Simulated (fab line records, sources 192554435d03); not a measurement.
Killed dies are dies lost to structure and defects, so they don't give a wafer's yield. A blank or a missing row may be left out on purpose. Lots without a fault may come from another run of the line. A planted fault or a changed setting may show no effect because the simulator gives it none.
Which tool did it? | flow n5_finfet | 7 lots, 21 wafers sampled, at 3 steps of a route of 1938

WHAT THE GAUGES READ, wafer by wafer
N5_BEOL_M8_OCD_MEAS_38.
lot  | measured     | on     | trench_depth_nm (nm)
L134 | day 10 20:41 | ocd-02 | 97.2 93.8 93.6
L143 | day 13 03:04 | ocd-02 | 92.6 94.7 91.9
L144 | day 13 12:05 | ocd-02 | 94.4 94.0 74.0
L146 | day 13 21:14 | ocd-01 | 93.8 91.4 75.8
L147 | day 14 08:43 | ocd-01 | 95.6 91.5 92.5
L149 | day 14 19:24 | ocd-01 | 92.2 91.1 95.9
L151 | day 15 19:23 | ocd-02 | 91.3 93.9 92.1

WHICH TOOL RAN EACH LOT (tool, then ch and the chambers of the sampled wafers, then the start)
lot  | N5_BEOL_M8_STRIP_19                | N5_BEOL_M8_TRENCH_ETCH_37
L134 | rie_diel-06 ch 0,1,3, day 10 18:08 | rie_diel-06 ch 1,2,3, day 10 20:32
L143 | rie_diel-01 ch 1,2, day 13 00:54   | rie_diel-06 ch 1,3, day 13 02:54
L144 | rie_diel-01 ch 1,2,3, day 13 10:17 | rie_diel-06 ch 1,3, day 13 11:56
L146 | rie_diel-06 ch 0,1, day 13 17:39   | rie_diel-06 ch 0,1,3, day 13 21:04
L147 | rie_diel-06 ch 0,1, day 14 06:40   | rie_diel-05 ch 0,1,3, day 14 08:34
L149 | rie_diel-05 ch 1,3, day 14 16:53   | rie_diel-01 ch 0,2, day 14 19:14
L151 | rie_diel-05 ch 0,1,2, day 15 18:26 | rie_diel-05 ch 0,2, day 15 19:14
- N5_BEOL_M8_STRIP_19: strips in O2.
- N5_BEOL_M8_TRENCH_ETCH_37: etches SiCOH lowk in C4F6/O2, target depth 93.478 nm, time 31.2 s.

THE ANSWER, worked out from the rows above alone
Rule: what is usual is taken from the lots themselves. Put in order of their means at a reading, lots are off if they are a third of the lots or fewer, leave a main group of 4 or more, and stand apart from it by a gap of 3 or more times the standard deviation of the main group's means; of several such gaps the widest counts. A main group whose means are all the same, to the digits that the tables above print for the reading, isn't used. A lot without any number at a reading at which 4 lots or more have one is off too. The other lots that the step has rows for count as sound.
Off: L144, L146, at N5_BEOL_M8_OCD_MEAS_38 (trench_depth_nm). The main group: mean 93.3 nm, standard deviation 0.81.
A tool fits if, at a process step before that reading, it ran every lot that is off, and no sound lot after the first of them. The gauges at N5_BEOL_M8_OCD_MEAS_38 are tried like those tools. One fits: rie_diel-06 at N5_BEOL_M8_TRENCH_ETCH_37. Its last sound lot is L143 (day 13 02:54), its first lot that is off L144 (day 13 11:56): a fault that began between those two fits.

WHAT THE SIMULATOR HAD PUT IN
Process parameter drift: rie_diel-06, from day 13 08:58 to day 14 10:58, at N5_BEOL_M8_TRENCH_ETCH_37. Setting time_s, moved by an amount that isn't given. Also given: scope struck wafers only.
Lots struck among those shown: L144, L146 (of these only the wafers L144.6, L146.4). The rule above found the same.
